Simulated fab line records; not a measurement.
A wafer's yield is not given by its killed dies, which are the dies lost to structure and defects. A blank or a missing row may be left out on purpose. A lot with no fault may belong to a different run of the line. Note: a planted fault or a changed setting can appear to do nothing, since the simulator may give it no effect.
3 desks looking at one fault || flow n5-finfet || numbers are kept per desk, each desk with only its own; the story behind them comes last

TOOL OWNER'S DESK, plasma-asher-02
The tool's own readings at N5_MOL_CONTACT_COAG_STRIP_119 (strips in N2/H2, time 30 s): means of the sampled wafers that have a number, for each lot that ran on this tool. A lot is out of limits, marked OUT, if its mean lies more than 4 standard deviations from the usual mean; the brackets give that distance.
Columns: A = drypump-motor-current-A at N5_MOL_CONTACT_COAG_STRIP_119, usual 6.15 A; B = heater-power-w at N5_MOL_CONTACT_COAG_STRIP_119, usual 313 W
{"lot": "L909", "first seen here": "day 7 22:59", "A": 5.98, "B": 319}
{"lot": "L915", "first seen here": "day 9 07:50", "A": 5.96, "B": 304}
{"lot": "L916", "first seen here": "day 9 09:04", "A": 5.97, "B": 305}
This desk's verdict: no lot among the 3 shows anything out of limits.

THE DEFECT DESK
Lot by lot, what the route's inspections counted, given as the mean of those sampled wafers with a number. A lot is out of limits, marked OUT, if its mean lies more than 4 standard deviations from the usual mean; the brackets give that distance.
Columns: A = raw-defect-count at N5_MOL_CONTACT_COAG_INSPECT_42, usual 193
{"lot": "L909", "first seen here": "day 7 23:40", "A": 217}
{"lot": "L914", "first seen here": "day 9 01:34", "A": 149}
{"lot": "L915", "first seen here": "day 9 08:25", "A": "1527 (+27) OUT"}
{"lot": "L916", "first seen here": "day 9 09:44", "A": "1558 (+28) OUT"}
This desk's verdict: out of limits on L915, L916, starting with L915 at day 9 08:25 (raw-defect-count at N5_MOL_CONTACT_COAG_INSPECT_42). L909, L914 stayed within limits.

THE METROLOGY DESK
What the gauges read for every lot (on any tool): the sampled wafers with a number, averaged. A lot is out of limits, marked OUT, if its mean lies more than 4 standard deviations from the usual mean; the brackets give that distance. Shown here are 7 of its 10 readings, the ones lying furthest out on some lot.
Columns: A = DIBL_N at N5_BEOL_M4_RC_MEAS_101, usual 36.0 mV/V; B = DIBL_P at N5_BEOL_M4_RC_MEAS_101, usual 36.2 mV/V; C = IOFF_N at N5_BEOL_M4_RC_MEAS_101, usual 0.16 nA/um; D = IOFF_P at N5_BEOL_M4_RC_MEAS_101, usual 0.21 nA/um; E = SS_P at N5_BEOL_M4_RC_MEAS_101, usual 73.4 mV/dec; F = VT_N at N5_BEOL_M4_RC_MEAS_101, usual 251 mV; G = VT_P at N5_BEOL_M4_RC_MEAS_101, usual -250 mV
{"lot": "L909", "first seen here": "day 11 04:28", "A": 34.3, "B": 32.7, "C": 0.11, "D": 0.17, "E": 73.0, "F": 254, "G": -251}
{"lot": "L915", "first seen here": "day 12 07:10", "A": 36.9, "B": 37.4, "C": 0.18, "D": 0.23, "E": 73.3, "F": 248, "G": -250}
{"lot": "L914", "first seen here": "day 12 11:51", "A": 38.2, "B": 39.8, "C": 0.23, "D": 0.29, "E": 74.0, "F": 243, "G": -245}
{"lot": "L916", "first seen here": "day 13 13:59", "A": 40.0, "B": 41.1, "C": 0.21, "D": 0.29, "E": 75.0, "F": 245, "G": -248}
This desk's verdict: no lot among the 4 shows anything out of limits.

ALL TOGETHER
The defect desk could have raised an alarm at day 9 08:25, on L915, L916.
The tool owner's desk saw nothing out of limits.
Nothing out of limits was seen by the metrology desk.
The tool owner's desk has L915, L916 on record, within its limits.
The metrology desk holds a record of L915, L916, inside its limits.
N5_MOL_CONTACT_COAG_STRIP_119 was run on plasma-asher-02 by each of the lots named.

WHAT THE SIMULATOR HAD INSERTED
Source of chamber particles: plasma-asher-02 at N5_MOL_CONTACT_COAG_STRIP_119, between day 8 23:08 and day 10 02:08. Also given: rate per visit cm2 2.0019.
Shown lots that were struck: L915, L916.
Hours from the fault's start to each desk's first reading out of limits: the defect desk, 9.
